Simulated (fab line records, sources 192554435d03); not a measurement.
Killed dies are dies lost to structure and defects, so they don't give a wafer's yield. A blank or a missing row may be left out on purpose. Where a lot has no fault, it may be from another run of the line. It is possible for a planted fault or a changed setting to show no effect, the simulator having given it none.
fab line records ; flow n5-finfet
[record] lots = 10; wafers = 28; last-day = 18
route steps=1938 shown SD_EPI_P@307 ILD0@344 SDB@357 BEOL_M4@1111
lots that met no fault: from a run of the same line without faults
start-h: hours from the record's first day to the start of the lot's first wafer shown ; wait-h: how many hours have passed since the lot's step before this one ; " unchanged from the row above ; L1.1+2: one row covering several wafers at once ; - value missing, or start not given ; * or withheld: withheld ; < > ~ a bound
route shown NAME@n: names a module that has steps shown in the file, with the first one's number in the route ; usual: the fault-free wafers' mean and standard deviation ; same: alike in all rows ; chamber/n: place in a boat ; sites: the reading at each site ; _std_site: the values' standard deviation ; _edge_site: outer sites' mean less inner sites' ; radius-mm: how far each site lies from the wafer's centre ; mask NAME#n: copy n ; behind: the most recent tool/chamber to have shaped the wafer ; hold: why the lot went on hold/how many hours it stayed there/how the hold came to an end ; device: which transistor (n, p or np) failed to switch ; end of line: the same wafers' tests at the end of the route ; for a step that has no rows: nothing shown but its recipe ; killed: the dies lost at the first sort to structure and to defects; this is not the yield of the wafer ; map: shows each die of a wafer: x if killed, . if not, _ if none is there
set.NAME: the setting the step ran with; set.NAME@STEP: the setting that earlier step ran with ; model.NAME: the simulator's own value behind a step, which no gauge read
steps of the route over a sample of lots; a table a step, a row a wafer
services: from which hour (start-h, from the record's first day; less than 0 if before it) a tool's chamber was out of use, for how many hours, and why
[[steps]]
[step N5_SD_EPI_P_ETCH_36]
[recipe] chemistry = CF4; target = SiARC; target-depth-a = 455; mask-material = CAR-ArF-block; time-s = 75.8; ion-energy-ev = 80; pressure-mtorr = 40; source-w = 545; bias-w = 36; Ar_flow_sccm = 100; cf4-flow-sccm = 100; ends = cleared
[usual] cf4-flow-sccm = 99.98/0.28; chamber-pressure-mTorr = 40.00/0.037; drypump-motor-current-A = 5.8/0.34; etch-rf-on-time-s = 75.7/1; oes-product-au = 0.67/0.077; rf-vpp-V = 184.3/1; showerhead-plenum-p-Torr = 2.16/0.056; throttle-valve-pct = 15.6/0.32
lot.wafer;tool;chamber;start-h;wait-h;cf4-flow-sccm;chamber-pressure-mTorr;drypump-motor-current-A;etch-rf-on-time-s;oes-product-au;rf-hours-counter-h;rf-vpp-V;showerhead-plenum-p-Torr;throttle-valve-pct
L265.1;rie-diel-04;1;53.35;0.0;100.36;39.93;5.5;75.2;0.62;179;185.4;2.22;15.7
L265.2;rie-diel-04;3;53.35;0.0;100.13;39.99;5.4;75.3;0.71;78;184.6;2.17;15.5
L265.5;rie-diel-04;3;53.35;0.0;99.69;40.00;5.4;74.8;0.71;-;183.8;2.17;15.5
L267.3;rie-diel-04;1;64.78;0.0;99.75;40.01;5.6;75.2;0.61;182;185.3;2.22;15.7
L267.4;rie-diel-04;2;64.78;0.0;100.12;40.00;5.6;75.9;0.73;65;184.5;2.08;15.5
L267.6;rie-diel-04;2;64.78;0.0;100.66;39.97;5.6;76.4;0.73;-;182.8;2.08;15.5
L271.1;rie-diel-06;1;92.91;0.0;99.70;39.97;5.9;77.2;0.61;200;183.9;2.12;16.1
L271.4;rie-diel-06;2;92.91;0.0;99.68;40.00;5.2;75.9;0.73;51;184.9;2.18;15.7
L271.5;rie-diel-06;3;92.91;0.0;99.77;39.99;5.8;75.7;0.57;-;184.4;2.19;15.6
L275.1;rie-diel-03;3;113.56;0.0;99.93;40.10;6.3;75.3;0.67;136;183.5;2.24;15.6
L275.3;rie-diel-03;0;113.56;0.0;100.17;39.95;5.6;74.2;0.80;27;183.2;2.09;15.0
L275.6;rie-diel-03;1;113.56;0.0;100.29;39.99;6.1;77.5;0.65;-;184.1;2.23;16.0
L276.1;rie-diel-03;3;121.90;0.0;99.62;40.04;6.3;75.4;0.66;139;186.9;2.24;15.6
L276.2;rie-diel-03;1;121.90;0.0;100.34;39.96;6.1;75.8;0.65;151;185.5;2.23;16.0
L276.3;rie-diel-03;0;121.90;0.0;100.04;40.03;5.6;74.2;0.79;30;183.2;2.09;15.0
L277.3;rie-diel-03;0;131.92;0.0;99.65;40.04;5.6;74.3;0.78;33;183.6;2.09;15.0
L277.4;rie-diel-03;1;131.92;0.0;100.01;40.02;6.2;75.5;0.65;153;186.2;2.23;16.0
L277.5;rie-diel-03;2;131.92;0.0;100.30;40.00;6.3;73.7;0.84;-;184.6;2.11;15.3
L278.2;rie-diel-03;3;136.72;0.0;99.41;40.02;6.3;76.1;0.66;143;186.0;2.24;15.6
L278.6;rie-diel-03;1;136.72;0.0;99.90;39.99;6.1;77.2;0.64;-;184.4;2.23;16.0
L279.2;rie-diel-04;3;136.89;0.0;99.91;39.99;5.5;75.8;0.69;103;184.7;2.16;15.5
L279.6;rie-diel-04;3;136.89;0.0;100.12;40.05;5.5;75.7;0.68;-;183.8;2.16;15.5
L287.1;rie-diel-03;0;186.67;0.0;99.78;39.99;5.6;74.7;0.75;49;182.8;2.09;15.0
L287.2;rie-diel-03;2;186.67;0.0;99.73;39.95;6.3;74.0;0.80;18;184.7;2.10;15.3
L287.3;rie-diel-03;3;186.67;0.0;99.95;39.95;6.3;76.2;0.63;157;185.0;2.23;15.6
L288.1;rie-diel-03;1;191.71;0.0;100.22;39.95;6.1;76.1;0.64;170;185.5;2.23;16.0
L288.2;rie-diel-03;0;191.71;0.0;99.80;40.02;5.6;75.0;0.75;50;182.4;2.09;15.0
L288.4;rie-diel-03;3;191.71;0.0;100.14;39.99;6.3;77.0;0.64;159;185.5;2.23;15.6
[step N5_ILD0_CMP_12]
[recipe] stop-on = poly-Si; material = SiNx; t-overpolish-s = 6; post-cmp-clean = alkaline-brush; down-force-psi = 2.5; platen-rpm = 51.8; pad-velocity-m-s = 1.0307; target-thk-nm = 17.67
[usual] motor-current-A = 9.0/1.2; overpolish-run-s = 6.000/0.0087; platen-rpm = 51.80/0.034; slurry-flow-ml-min = 149.9/0.47; time-to-endpoint-s = 28.2/2.2
lot.wafer;tool;chamber;start-h;wait-h;motor-current-A;overpolish-run-s;platen-rpm;slurry-flow-ml-min;time-to-endpoint-s
L265.2;cmp-03;2;65.69;1.2;10.1;6.010;51.80;148.6;31.2
L265.1;cmp-03;3;65.69;1.2;11.0;5.991;51.76;150.3;29.6
L265.5;cmp-03;0;65.69;1.2;9.7;6.003;51.80;150.2;30.4
L267.3;cmp-02;1;75.47;1.1;8.1;6.001;51.81;150.6;29.7
L267.4;cmp-02;3;75.47;1.1;9.0;6.003;51.84;150.8;31.3
L267.6;cmp-02;2;75.47;1.1;8.2;6.009;51.72;149.7;28.5
L271.4;cmp-02;2;103.36;1.1;8.5;5.986;51.81;150.4;24.1
L271.1;cmp-02;3;103.36;1.1;9.2;5.983;51.82;149.4;26.8
L271.5;cmp-02;2;103.36;1.1;8.2;6.002;51.77;150.0;24.2
L275.1;cmp-01;1;124.50;1.2;7.8;5.993;51.81;149.9;26.2
L275.3;cmp-01;3;124.50;1.2;7.9;6.009;51.79;149.5;28.0
L275.6;cmp-01;0;124.50;1.2;8.9;6.018;51.79;149.6;26.6
L276.3;cmp-01;2;132.50;1.1;8.5;5.991;51.82;149.1;29.6
L276.1;cmp-01;0;132.50;1.1;9.2;5.986;51.74;150.1;30.3
L276.2;cmp-01;1;132.50;1.1;8.3;6.004;51.80;149.6;30.8
L277.4;cmp-01;1;143.69;1.2;7.8;5.994;51.81;150.3;27.9
L277.3;cmp-01;2;143.69;1.2;8.5;6.016;51.76;149.5;54.6
L277.5;cmp-01;0;143.69;1.2;9.6;6.005;51.81;150.1;25.4
L278.2;cmp-01;3;147.14;1.2;7.9;5.991;51.79;150.3;32.2
L278.6;cmp-01;3;147.14;1.2;8.2;6.010;51.83;150.0;59.5
L279.2;cmp-01;3;148.75;1.2;8.0;6.025;51.75;150.8;25.5
L279.6;cmp-01;2;148.75;1.2;8.2;6.007;51.81;150.1;56.6
L287.2;cmp-02;3;198.31;1.2;8.8;5.996;51.75;150.3;25.0
L287.1;cmp-02;0;198.31;1.2;8.0;6.014;51.76;150.3;25.1
L287.3;cmp-02;2;198.31;1.2;7.9;5.991;51.84;149.6;24.5
L288.4;cmp-03;1;202.48;1.1;7.9;6.006;51.80;149.9;28.0
L288.1;cmp-03;2;202.48;1.1;10.3;5.982;51.79;149.1;32.9
L288.2;cmp-03;3;202.48;1.1;11.4;5.999;51.79;148.9;25.8
[step N5_SDB_OVL_MEAS_12]
[recipe] points-per-wafer = 44
[usual] SDB_OVL = 0.3/0.8
lot.wafer;tool;chamber;start-h;wait-h;SDB_OVL[nm]
L265.1;overlay-01;0;66.45;0.0;0.8
L265.2;overlay-01;0;66.45;0.0;1.0
L265.5;overlay-01;0;66.45;0.0;-0.1
L267.3;overlay-02;0;76.34;0.0;1.3
L267.4;overlay-02;0;76.34;0.0;2.3
L267.6;overlay-02;0;76.34;0.0;1.1
L271.1;overlay-01;0;104.19;0.0;-0.1
L271.4;overlay-01;0;104.19;0.0;0.1
L271.5;overlay-01;0;104.19;0.0;-1.2
L275.1;overlay-02;0;125.30;0.0;1.1
L275.3;overlay-02;0;125.30;0.0;1.1
L275.6;overlay-02;0;125.30;0.0;0.6
L276.1;overlay-02;0;133.21;0.0;2.5
L276.2;overlay-02;0;133.21;0.0;1.1
L276.3;overlay-02;0;133.21;0.0;1.2
L277.3;overlay-01;0;144.45;0.0;0.3
L277.4;overlay-01;0;144.45;0.0;0.4
L277.5;overlay-01;0;144.45;0.0;0.6
L278.2;overlay-02;0;147.97;0.0;-0.4
L278.6;overlay-02;0;147.97;0.0;0.3
L279.2;overlay-01;0;149.39;0.0;0.2
L279.6;overlay-01;0;149.39;0.0;0.3
L287.1;overlay-02;0;199.15;0.0;0.8
L287.2;overlay-02;0;199.15;0.0;-0.2
L287.3;overlay-02;0;199.15;0.0;0.5
L288.1;overlay-01;0;203.32;0.0;-0.7
L288.2;overlay-01;0;203.32;0.0;0.4
L288.4;overlay-01;0;203.32;0.0;0.4
[step N5_SDB_INSPECT_13]
[recipe] mode = adi; inspect-instrument = brightfield
[usual] raw-defect-count = 83/35
lot.wafer;tool;chamber;start-h;wait-h;raw-defect-count
L265.1;defect-inspect-02;-;66.47;0.0;39
L265.2;defect-inspect-02;-;66.47;0.0;33
L265.5;defect-inspect-02;-;66.47;0.0;41
L267.3;defect-inspect-02;-;76.68;0.3;87
L267.4;defect-inspect-02;-;76.68;0.3;35
L267.6;defect-inspect-02;-;76.68;0.3;71
L271.1;defect-inspect-01;-;104.22;0.0;104
L271.4;defect-inspect-01;-;104.22;0.0;78
L271.5;defect-inspect-01;-;104.22;0.0;52
L275.1;defect-inspect-01;-;125.33;0.0;88
L275.3;defect-inspect-01;-;125.33;0.0;104
L275.6;defect-inspect-01;-;125.33;0.0;114
L276.1;defect-inspect-01;-;133.23;0.0;133
L276.2;defect-inspect-01;-;133.23;0.0;85
L276.3;defect-inspect-01;-;133.23;0.0;66
L277.3;defect-inspect-02;-;144.47;0.0;104
L277.4;defect-inspect-02;-;144.47;0.0;116
L277.5;defect-inspect-02;-;144.47;0.0;139
L278.2;defect-inspect-02;-;147.99;0.0;51
L278.6;defect-inspect-02;-;147.99;0.0;90
L279.2;defect-inspect-02;-;149.42;0.0;93
L279.6;defect-inspect-02;-;149.42;0.0;48
L287.1;defect-inspect-02;-;199.17;0.0;88
L287.2;defect-inspect-02;-;199.17;0.0;62
L287.3;defect-inspect-02;-;199.17;0.0;146
L288.1;defect-inspect-02;-;203.34;0.0;33
L288.2;defect-inspect-02;-;203.34;0.0;35
L288.4;defect-inspect-02;-;203.34;0.0;30
[step N5_BEOL_M4_RC_MEAS_101]
[usual] DIBL_N = 36.5/1.4; DIBL_P = 36.5/1.6; IOFF_N = 0.163/0.022; IOFF_P = 0.219/0.029; ION_N = 675/8.3; ION_P = 464/6.2; SS_N = 71.5/0.52; SS_P = 73.4/0.57; VT_N = 249.7/2.6; VT_P = -250/3
lot.wafer;tool;chamber;start-h;wait-h;DIBL_N[mV/V];DIBL_P[mV/V];IOFF_N[nA/um];IOFF_P[nA/um];ION_N[uA/um];ION_P[uA/um];SS_N[mV/dec];SS_P[mV/dec];VT_N[mV];VT_P[mV]
L265.1;prober-02;0;164.98;0.4;35.8;35.3;0.140;0.185;661;459;71.2;72.5;250.8;-250
L265.2;prober-02;0;164.98;0.4;38.3;37.5;0.177;0.224;671;462;72.1;73.1;248.6;-247
L265.5;prober-02;0;164.98;0.4;36.7;37.0;0.152;0.201;670;465;71.2;72.9;249.0;-249
L267.3;prober-01;0;183.48;0.3;37.4;38.1;0.189;0.216;673;455;72.7;73.7;247.7;-251
L267.4;prober-01;0;183.48;0.3;34.2;34.8;0.134;0.174;666;453;71.4;73.3;251.4;-255
L267.6;prober-01;0;183.48;0.3;36.5;38.0;0.174;0.213;676;461;72.3;73.4;250.6;-251
L271.1;prober-02;0;208.24;0.0;33.4;33.0;0.120;0.162;675;459;71.2;72.3;252.0;-251
L271.4;prober-02;0;208.24;0.0;35.9;36.4;0.169;0.212;688;473;72.3;73.6;247.8;-249
L271.5;prober-02;0;208.24;0.0;33.5;33.4;0.123;0.164;666;457;71.3;72.5;251.7;-254
L276.1;prober-02;0;231.98;0.0;35.2;36.0;0.148;0.232;675;468;70.5;72.0;250.1;-248
L276.2;prober-02;0;231.98;0.0;36.1;36.6;0.172;0.246;668;468;71.4;72.3;247.9;-247
L276.3;prober-02;0;231.98;0.0;38.4;39.9;0.212;0.302;682;472;71.5;73.9;244.5;-244
L275.1;prober-02;0;237.77;0.0;37.1;37.8;0.162;0.220;679;462;72.3;73.8;251.9;-250
L275.3;prober-02;0;237.77;0.0;37.1;37.8;0.166;0.226;674;471;71.2;73.8;248.4;-250
L275.6;prober-02;0;237.77;0.0;36.8;37.4;0.162;0.211;685;466;71.0;73.7;249.9;-251
L278.2;prober-01;0;246.60;0.2;34.8;35.5;0.147;0.234;664;466;71.8;73.1;249.3;-247
L278.6;prober-01;0;246.60;0.2;36.8;38.5;0.186;0.295;668;473;73.2;73.8;245.2;-242
L277.3;prober-02;0;248.31;0.3;35.3;34.8;0.152;0.225;682;475;71.4;72.7;248.2;-247
L277.4;prober-02;0;248.31;0.3;36.1;35.7;0.169;0.241;677;469;71.4;73.3;247.0;-247
L277.5;prober-02;0;248.31;0.3;35.1;34.3;0.143;0.211;679;467;71.5;72.6;249.3;-250
L279.2;prober-02;0;258.71;0.2;34.4;35.2;0.136;0.204;666;464;71.6;73.7;253.6;-250
L279.6;prober-02;0;258.71;0.2;35.8;36.9;0.158;0.223;670;466;71.7;73.5;249.6;-249
L287.1;prober-02;0;310.36;0.0;35.7;37.9;0.170;0.230;681;472;72.5;73.4;250.1;-248
L287.2;prober-02;0;310.36;0.0;33.3;34.6;0.127;0.184;675;467;71.0;72.6;252.1;-251
L287.3;prober-02;0;310.36;0.0;35.0;36.6;0.151;0.217;675;465;71.1;73.3;250.0;-249
L288.1;prober-02;0;316.72;0.0;36.6;35.7;0.149;0.218;661;460;71.8;73.4;251.6;-250
L288.2;prober-02;0;316.72;0.0;37.2;36.7;0.164;0.243;665;458;72.8;73.9;250.0;-248
L288.4;prober-02;0;316.72;0.0;34.9;33.8;0.132;0.196;667;467;71.7;72.7;254.0;-251
[[services]]
tool;chamber;start-h;hours;kind
cmp-01;-;29.89;18.7;pm
cmp-03;-;31.37;4.0;pm
cmp-03;-;48.77;4.2;pm
cmp-03;-;54.01;1.6;repair
cmp-01;-;54.66;2.2;repair
cmp-01;-;58.28;3.1;repair
rie-diel-03;2;103.59;-;clean
rie-diel-03;2;103.59;-;consumable-replace:focus-ring
rie-diel-03;2;103.59;19.6;scheduled-down
rie-diel-03;2;103.59;19.6;vent-cycle
cmp-03;-;105.77;0.9;repair
rie-diel-06;1;114.71;23.0;repair
rie-diel-06;3;114.84;4.0;repair
cmp-03;-;118.45;1.5;repair
cmp-02;-;121.46;6.8;pm
rie-diel-04;1;139.91;2.5;repair
rie-diel-03;1;140.98;6.8;repair
cmp-03;-;145.48;0.9;repair
rie-diel-04;-;163.06;1.1;repair
rie-diel-04;0;170.61;-;clean
rie-diel-04;0;170.61;-;consumable-replace:focus-ring
cmp-01;-;174.98;4.3;repair
cmp-02;-;183.81;2.2;repair
cmp-01;-;191.12;1.8;repair
[[key]]
[first-sign] step = N5_ILD0_CMP_12; reading = time-to-endpoint-s; direction = up; sigmas = 13; usual = *; struck = *
effect none on later readings
met-at N5_ILD0_CMP_12
struck-lots L277,L278,L279
struck-wafers L277.3,L278.6,L279.6
not-acting-at N5_SD_EPI_P_ETCH_36,N5_SDB_OVL_MEAS_12,N5_SDB_INSPECT_13
onset-between 132.50 143.69
[fault] kind = process-parameter-drift; tool = cmp-01; chamber = -; onset-h = 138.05; steps = N5_ILD0_CMP_12; channel = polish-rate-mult; offset = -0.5; shape = step; end-h = 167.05; scope = struck-wafers-only
